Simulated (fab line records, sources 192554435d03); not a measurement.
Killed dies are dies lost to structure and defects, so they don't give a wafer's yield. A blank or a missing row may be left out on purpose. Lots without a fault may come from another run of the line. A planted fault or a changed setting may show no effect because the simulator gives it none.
fab line records | flow n5_finfet | part 2 of 2: steps 5 to 6 of 6
record lots=22 wafers=66 last_day=21
route steps=1938 shown BEOL_M8@1369 BEOL_M9@1401
lots that met no fault: from a run of the same line without faults
start_h: hours from the record's first day to the start of the lot's first wafer shown | wait_h: hours since the lot's step before | " the same as in the row above | L1.1+2: a row that stands for several wafers | - no value, or no start given | * or withheld: withheld | < > ~ a bound
route shown NAME@n: a module of which the file shows steps, and the number in the route of the first | usual: mean/standard deviation of fault-free wafers | same: alike in all rows | chamber/n: place in a boat | sites: the reading at each site | _std_site: their standard deviation | _edge_site: outer sites' mean less inner sites' | radius_mm: how far each site lies from the wafer's centre | mask NAME#n: copy n | behind: the tool/chamber that last shaped the wafer | hold: why the lot was held/for how many hours/how that ended | device: the transistor (n, p or np) that didn't switch | end of line: the same wafers' tests at the end of the route | a step without rows: its recipe alone | killed: dies lost to structure and defects at the first sort, not the wafer's yield | map: a wafer's dies, x killed, . not, _ none there
set.NAME: the setting as run; set.NAME@STEP: as run at that earlier step | model.NAME: the simulator's own value behind a step, which no gauge read
steps of the route over a sample of lots; a table a step, a row a wafer
services: from which hour (start_h, from the record's first day; less than 0 if before it) a tool's chamber was out of use, for how many hours, and why
## steps
# step N5_BEOL_M9_ETCH_62
# recipe chemistry=N2/H2 target=SOC target_depth_a=1100 overetch_a=220 mask_material=SiARC temp_c=40 time_s=165 ion_energy_ev=200 pressure_mtorr=30 source_w=840 bias_w=150 n2_flow_sccm=200 h2_flow_sccm=200
# usual bias_w=150.0/0.44 drypump_motor_current_A=5.7/0.39 oes_product_au=0.69/0.068 rf_vpp_V=524.4/2.5 showerhead_plenum_p_Torr=2.56/0.097 throttle_valve_pct=17.68/0.24
# columns lot.wafer tool chamber start_h wait_h bias_w drypump_motor_current_A oes_product_au rf_hours_counter_h rf_vpp_V showerhead_plenum_p_Torr throttle_valve_pct
L076.1 rie_diel-03 0 289.27 0.0 150.5 6.2 0.66 146 524.5 2.55 17.46
L076.4 " 3 " " 150.0 5.1 0.73 60 527.0 2.70 17.86
L076.6 " 1 " " 149.8 5.8 0.58 - 526.8 2.59 18.36
L077.3 rie_diel-02 0 296.88 0.0 149.6 5.8 0.80 16 521.3 2.52 18.01
L077.5 " 0 " " 150.4 5.8 0.79 - 522.8 2.52 18.01
L077.6 " 1 " " 150.8 5.4 0.63 - 520.8 2.45 17.75
L080.2 rie_diel-02 2 306.13 0.0 150.1 5.7 0.63 176 518.8 2.30 17.71
L080.3 " 0 " " 150.4 5.8 0.79 19 524.6 2.52 17.99
L080.5 " 3 " " 150.3 5.9 0.61 - 526.1 2.62 17.84
L081.1 rie_diel-03 2 308.79 0.0 149.7 6.3 0.70 97 526.9 2.69 17.86
L081.2 " 0 " " 149.8 6.1 0.65 154 523.7 2.54 17.49
L081.5 " 1 " " 150.2 5.8 0.85 - 523.7 2.59 17.89
L079.2 rie_diel-06 0 318.02 0.0 150.2 6.2 0.64 129 524.1 2.52 17.40
L079.3 " 2 " " 150.1 5.2 0.70 64 524.1 2.58 17.50
L079.4 " 3 " " 150.4 5.4 0.71 70 522.2 2.45 17.54
L078.2 rie_diel-06 3 322.87 0.0 150.1 5.4 0.71 70 522.2 2.45 17.56
L078.4 " 1 " " 150.3 5.5 0.83 7 526.2 2.59 17.32
L078.6 " 0 " " 150.3 6.2 0.64 - 523.0 2.52 17.41
L082.2 rie_diel-06 0 323.39 0.0 149.5 6.3 0.64 130 524.4 2.52 17.40
L082.5 " 0 " " 150.3 6.3 0.65 - 522.9 2.52 17.39
L082.6 " 1 " " 150.0 5.4 0.83 - 525.2 2.59 17.32
L083.2 rie_diel-06 2 326.83 0.0 151.1 5.2 0.70 66 524.7 2.58 17.51
L083.3 " 0 " " 150.0 6.2 0.65 132 523.4 2.52 17.41
L083.4 " 1 " " 149.6 5.4 0.82 9 525.3 2.59 17.34
L085.1 rie_diel-03 0 336.23 0.0 149.9 6.2 0.64 161 524.3 2.54 17.48
L085.2 " 2 " " 150.0 6.3 0.69 105 527.6 2.69 17.87
L085.3 " 3 " " 149.7 5.2 0.71 75 528.8 2.70 17.89
L086.3 rie_diel-03 0 343.74 0.0 150.6 6.2 0.64 164 525.5 2.54 17.48
L086.4 " 2 " " 149.5 6.3 0.69 - 527.3 2.69 17.88
L086.5 " 3 " " 150.0 5.2 0.71 - 528.1 2.69 17.90
L084.2 rie_diel-02 2 350.82 0.0 151.2 5.7 0.62 190 518.7 2.30 17.73
L084.4 " 3 " " 149.9 5.9 0.59 221 526.2 2.62 17.89
L084.5 " 3 " " 150.2 5.9 0.61 - 525.0 2.62 17.89
L088.3 rie_diel-06 1 357.87 0.0 149.6 5.5 0.81 18 524.1 2.59 17.34
L088.5 " 2 " " 149.1 5.2 0.69 - 523.7 2.58 17.52
L088.6 " 3 " " 149.6 5.4 0.70 - 523.5 2.45 17.58
L089.2 rie_diel-06 0 359.20 0.0 150.2 6.3 0.63 141 523.4 2.51 17.43
L089.4 " 2 " " 149.9 5.2 0.69 76 526.1 2.58 17.52
L089.6 " 3 " " 149.4 5.4 0.69 - 523.6 2.45 17.55
L087.2 rie_diel-02 0 363.94 0.0 149.7 5.8 0.76 38 522.6 2.51 18.05
L087.3 " 2 " " 149.8 5.7 0.63 194 518.2 2.30 17.76
L087.5 " 3 " " 149.9 5.8 0.60 - 526.7 2.61 17.89
L091.1 rie_diel-03 3 366.85 0.0 148.9 5.2 0.70 86 528.2 2.69 17.91
L091.2 " 2 " " 150.2 6.2 0.68 115 526.3 2.69 17.89
L091.4 " 0 " " 149.9 6.2 0.63 169 522.7 2.54 17.49
L090.2 rie_diel-06 3 388.98 0.0 149.7 5.4 0.70 91 522.2 2.44 17.58
L090.4 " 2 " " 150.7 5.2 0.69 84 524.1 2.58 17.55
L090.5 " 0 " " 149.8 6.3 0.63 - 524.4 2.51 17.43
L093.1 rie_diel-03 3 395.90 0.0 150.2 5.2 0.69 95 528.4 2.69 17.93
L093.5 " 0 " " 150.4 6.2 0.63 - 523.9 2.53 17.51
L093.6 " 1 " " 149.7 5.8 0.77 - 525.6 2.58 17.93
L094.2 rie_diel-06 2 396.31 0.0 150.2 5.2 0.68 86 525.4 2.58 17.53
L094.3 " 3 " " 150.0 5.4 0.70 93 520.3 2.44 17.57
L094.4 " 1 " " 150.4 5.5 0.78 27 524.7 2.58 17.33
L092.1 rie_diel-03 3 402.68 0.0 150.1 5.2 0.70 97 527.3 2.69 17.93
L092.4 " 0 " " 150.1 6.2 0.63 179 524.0 2.53 17.52
L092.6 " 0 " " 150.9 6.2 0.63 - 523.0 2.53 17.51
L096.2 rie_diel-03 1 414.13 0.0 150.2 5.7 0.78 27 523.7 2.57 17.92
L096.3 " 2 " " 150.6 6.2 0.67 131 528.1 2.68 17.90
L096.4 " 3 " " 149.1 5.1 0.69 101 527.3 2.68 17.94
L097.1 rie_diel-03 0 414.38 0.0 150.0 6.2 0.63 184 523.8 2.53 17.52
L097.2 " 3 " " 148.9 5.2 0.70 101 528.2 2.68 17.95
L097.4 " 1 " " 149.9 5.8 0.77 27 524.6 2.58 17.96
L095.2 rie_diel-06 3 444.59 0.0 150.7 5.4 0.68 103 522.7 2.44 17.59
L095.3 " 0 " " 149.5 6.2 0.62 162 524.6 2.51 17.48
L095.5 " 1 " " 150.5 5.5 0.77 - 525.9 2.58 17.38
# step N5_BEOL_M9_HM_OPEN_17
# recipe chemistry=Cl2/BCl3 target_depth_a=200 overetch_a=60 target=TiN mask_material=SOC ion_energy_ev=150 pressure_mtorr=10 icp_w=1000 bias_w=126 Cl2_flow_sccm=53.25 bcl3_flow_sccm=21.75 Ar_flow_sccm=25
# usual bias_w=126.0/0.39 drypump_motor_current_A=5.8/0.43 mfc_cl2_sccm=53.24/0.17 oes_product_au=0.68/0.073 throttle_valve_pct=22.2/0.3
# columns lot.wafer tool chamber start_h wait_h bias_w drypump_motor_current_A mfc_cl2_sccm oes_product_au rf_hours_counter_h throttle_valve_pct
L076.1 rie_metal-02 0 289.46 0.0 126.4 6.1 53.23 0.58 82 22.7
L076.4 " 0 " " 126.0 6.1 53.49 0.58 - 22.6
L076.6 " 0 " " 126.4 6.1 53.05 0.58 - 22.6
L077.3 rie_metal-02 1 297.10 0.1 126.1 6.1 53.27 0.76 - 22.3
L077.5 " 0 " " 125.6 6.1 53.33 0.59 - 22.6
L077.6 " 1 " " 125.9 6.0 53.32 0.78 - 22.3
L080.2 rie_metal-01 1 306.41 0.1 126.4 5.9 53.09 0.78 9 21.8
L080.3 " 1 " " 126.1 5.9 53.55 0.78 - 21.7
L080.5 " 1 " " 126.2 5.9 53.34 0.78 - 21.7
L081.1 rie_metal-02 0 308.97 0.0 125.9 6.1 53.48 0.59 83 22.6
L081.2 " 1 " " 126.0 6.0 53.36 0.76 7 22.3
L081.5 " 0 " " 125.7 6.2 53.69 0.58 - 22.6
L079.2 rie_metal-01 0 318.21 0.0 125.7 5.0 53.32 0.65 48 22.1
L079.3 " 1 " " 125.8 5.9 53.51 0.78 - 21.8
L079.4 " 0 " " 125.4 5.0 53.17 0.64 - 22.1
L078.2 rie_metal-02 0 323.06 0.0 125.6 6.2 53.09 0.57 84 22.7
L078.4 " 0 " " 125.5 6.2 53.26 0.58 - 22.6
L078.6 " 0 " " 125.7 6.1 53.29 0.58 - 22.6
L082.2 rie_metal-01 1 323.57 0.0 126.4 5.9 53.18 0.76 11 21.7
L082.5 " 0 " " 125.5 5.0 53.24 0.64 - 22.1
L082.6 " 1 " " 126.2 5.9 53.16 0.75 - 21.8
L083.2 rie_metal-02 1 327.01 0.0 126.5 6.0 53.54 0.75 10 22.3
L083.3 " 0 " " 125.8 6.1 53.23 0.58 - 22.6
L083.4 " 1 " " 127.1 6.0 53.36 0.74 - 22.3
L085.1 rie_metal-03 1 336.41 0.0 125.8 5.6 53.05 0.62 73 22.1
L085.2 " 0 " " 126.2 5.8 53.13 0.63 54 21.9
L085.3 " 0 " " 125.6 5.7 53.25 0.63 - 21.9
L086.3 rie_metal-01 0 343.96 0.1 125.9 5.0 53.08 0.64 - 22.1
L086.4 " 1 " " 126.1 5.9 53.45 0.76 - 21.8
L086.5 " 1 " " 126.0 5.9 53.36 0.74 - 21.8
L084.2 rie_metal-01 1 351.01 0.0 126.1 5.9 53.46 0.75 13 21.8
L084.4 " 0 " " 126.2 5.0 53.24 0.64 - 22.1
L084.5 " 0 " " 127.0 5.0 53.09 0.63 - 22.1
L088.3 rie_metal-02 1 358.09 0.1 126.1 6.0 53.30 0.73 - 22.3
L088.5 " 1 " " 125.5 6.0 53.01 0.73 - 22.3
L088.6 " 0 " " 126.6 6.2 53.35 0.58 - 22.6
L089.2 rie_metal-03 0 359.38 0.0 126.3 5.7 53.06 0.63 56 21.9
L089.4 " 0 " " 126.0 5.7 52.84 0.63 - 21.9
L089.6 " 0 " " 126.1 5.7 53.11 0.64 - 21.9
L087.2 rie_metal-02 1 364.14 0.0 126.0 6.0 53.42 0.75 13 22.3
L087.3 " 0 " " 126.0 6.1 53.16 0.57 - 22.7
L087.5 " 0 " " 125.9 6.1 53.01 0.58 - 22.7
L091.1 rie_metal-01 1 367.03 0.0 125.9 5.9 53.18 0.76 15 21.7
L091.2 " 0 " " 126.0 5.0 53.24 0.64 52 22.1
L091.4 " 1 " " 126.7 5.9 53.14 0.74 - 21.8
L090.2 rie_metal-02 1 389.17 0.0 126.0 6.0 53.37 0.72 16 22.3
L090.4 " 1 " " 126.0 6.0 53.47 0.73 - 22.3
L090.5 " 1 " " 125.8 6.0 53.37 0.72 - 22.3
L093.1 rie_metal-02 0 396.10 0.0 126.2 6.2 53.37 0.57 91 22.7
L093.5 " 1 " " 125.2 6.0 53.29 0.73 - 22.3
L093.6 " 0 " " 126.0 6.2 53.25 0.57 - 22.7
L094.2 rie_metal-01 0 396.49 0.0 126.4 5.0 53.02 0.63 55 22.1
L094.3 " 0 " " 126.0 5.0 53.40 0.64 - 22.1
L094.4 " 1 " " 125.9 5.9 53.06 0.74 - 21.8
L092.1 rie_metal-03 1 402.86 0.0 125.8 5.6 53.19 0.60 79 22.2
L092.4 " 0 " " 125.6 5.7 52.93 0.61 - 21.9
L092.6 " 1 " " 125.7 5.6 53.13 0.61 - 22.2
L096.2 rie_metal-01 0 414.32 0.0 125.7 5.0 53.16 0.62 55 22.1
L096.3 " 1 " " 126.1 5.9 53.17 0.74 - 21.8
L096.4 " 0 " " 126.0 5.0 53.25 0.63 - 22.1
L097.1 rie_metal-02 1 414.71 0.2 125.9 6.0 53.28 0.73 18 22.3
L097.2 " 1 " " 125.7 6.0 53.05 0.73 - 22.3
L097.4 " 1 " " 125.4 6.1 53.07 0.73 - 22.3
L095.2 rie_metal-01 0 444.77 0.0 126.1 5.0 52.91 0.63 58 22.1
L095.3 " 0 " " 126.1 5.0 53.01 0.62 - 22.1
L095.5 " 1 " " 125.8 5.9 53.29 0.72 - 21.8
## services
# columns tool chamber start_h hours kind
rie_metal-02 0 280.06 1.3 repair
pecvd-03 0 283.05 2.1 scheduled_down
pecvd-02 0 297.53 2.1 scheduled_down
rie_metal-03 - 319.56 0.5 repair
rie_diel-03 1 329.37 6.6 repair
rie_metal-02 - 338.13 0.9 repair
rie_diel-03 1 340.94 8.2 repair
rie_diel-03 0 353.27 4.3 repair
pecvd-02 2 359.96 - clean
pecvd-02 2 359.96 29.5 scheduled_down
rie_diel-04 2 364.60 12.6 repair
pecvd-04 0 377.57 5.4 repair
rie_diel-02 0 384.42 8.9 repair
rie_diel-01 3 395.29 4.1 repair
pecvd-02 - 400.28 6.0 pm
rie_diel-02 1 402.36 6.6 repair
rie_diel-02 2 408.53 8.2 repair
rie_diel-06 - 416.45 15.6 pm
rie_diel-05 0 417.32 6.0 repair
pvd_sputter-03 - 423.06 8.9 repair
rie_diel-03 1 423.86 10.7 repair
rie_diel-03 2 433.58 1.2 repair
pvd_sputter-01 - 443.95 4.9 repair
pvd_sputter-03 - 444.22 1.9 repair
